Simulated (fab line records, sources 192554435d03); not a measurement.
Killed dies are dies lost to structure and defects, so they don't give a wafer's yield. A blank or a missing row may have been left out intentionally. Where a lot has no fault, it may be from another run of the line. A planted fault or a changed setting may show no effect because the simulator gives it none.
Chamber matching + flow n5 finfet + rie diel-06 running N5_SD_EPI_P_ETCH_37: 4 sister chambers
The step etches SOC in N2/H2, overetch 108 nm, time 486 s. 16 wafers are shown with their chamber, then 8 later ones without.

== WAFERS WITH THEIR CHAMBER ==
| wafer  | chamber | showerhead plenum p Torr (Torr) | drypump motor current A (A) | oes product au (a.u.) |
|--------|---------|---------------------------------|-----------------------------|-----------------------|
| L081.1 | 0       | 2.53                            | 5.6                         | 0.69                  |
| L081.3 | 1       | 2.65                            | 6.0                         | 0.68                  |
| L081.6 | 2       | 2.69                            | 5.9                         | 0.72                  |
| L082.1 | 2       | 2.69                            | 5.9                         | 0.72                  |
| L082.3 | 0       | 2.53                            | 5.6                         | 0.69                  |
| L082.6 | 1       | 2.65                            | 6.1                         | 0.67                  |
| L087.1 | 1       | 2.64                            | 6.0                         | 0.66                  |
| L087.3 | 0       | 2.53                            | 5.6                         | 0.68                  |
| L087.5 | 2       | 2.69                            | 5.9                         | 0.71                  |
| L088.1 | 0       | 2.53                            | 5.6                         | 0.68                  |
| L088.2 | 2       | 2.69                            | 5.9                         | 0.71                  |
| L088.4 | 1       | 2.64                            | 6.0                         | 0.66                  |
| L089.1 | 3       | 2.60                            | 6.5                         | 0.65                  |
| L089.3 | 1       | 2.64                            | 6.0                         | 0.66                  |
| L089.6 | 1       | 2.64                            | 6.0                         | 0.67                  |
| L090.1 | 1       | 2.64                            | 6.0                         | 0.66                  |

SIGNATURES (means of the wafers above)
| reading                  | chamber 0 | chamber 1 | chamber 2 | chamber 3 | scatter within a chamber |
|--------------------------|-----------|-----------|-----------|-----------|--------------------------|
| showerhead plenum p Torr | 2.5300    | 2.6429    | 2.6900    | 2.6000    | 0.00345                  |
| drypump motor current A  | 5.600     | 6.014     | 5.900     | 6.500     | 0.0267                   |
| oes product au           | 0.6850    | 0.6657    | 0.7150    | 0.6500    | 0.0069                   |
Rule: a wafer lies at a distance from a chamber equal to the root of the sum of squares, over the readings, of (its reading less the chamber's mean, divided by the reading's scatter). The wafer belongs to the nearest chamber; if the next one is less than 2 further off, it can't be placed. The scatter: take each reading less its chamber's mean, square it, sum over the shown wafers, divide by the number of wafers less the number of chambers, and take the root.

== WAFERS WITH NO CHAMBER GIVEN ==
| wafer  | showerhead plenum p Torr (Torr) | drypump motor current A (A) | oes product au (a.u.) |
|--------|---------------------------------|-----------------------------|-----------------------|
| L090.4 | 2.68                            | 5.9                         | 0.71                  |
| L090.6 | 2.53                            | 5.6                         | 0.68                  |
| L094.4 | 2.52                            | 5.6                         | 0.68                  |
| L094.5 | 2.68                            | 5.9                         | 0.70                  |
| L094.6 | 2.64                            | 6.1                         | 0.66                  |
| L097.1 | 2.68                            | 5.9                         | 0.70                  |
| L097.2 | 2.59                            | 6.4                         | 0.64                  |
| L097.6 | 2.52                            | 5.6                         | 0.68                  |

== WHICH CHAMBER EACH WENT THROUGH ==
| wafer  | from the rows above | in truth |
|--------|---------------------|----------|
| L090.4 | 2                   | 2        |
| L090.6 | 0                   | 0        |
| L094.4 | 0                   | 0        |
| L094.5 | 2                   | 2        |
| L094.6 | 1                   | 1        |
| L097.1 | 2                   | 2        |
| L097.2 | 3                   | 3        |
| L097.6 | 0                   | 0        |
8 of 8 placed correctly. Left unplaced by these rows: 0. Number placed wrongly: 0.
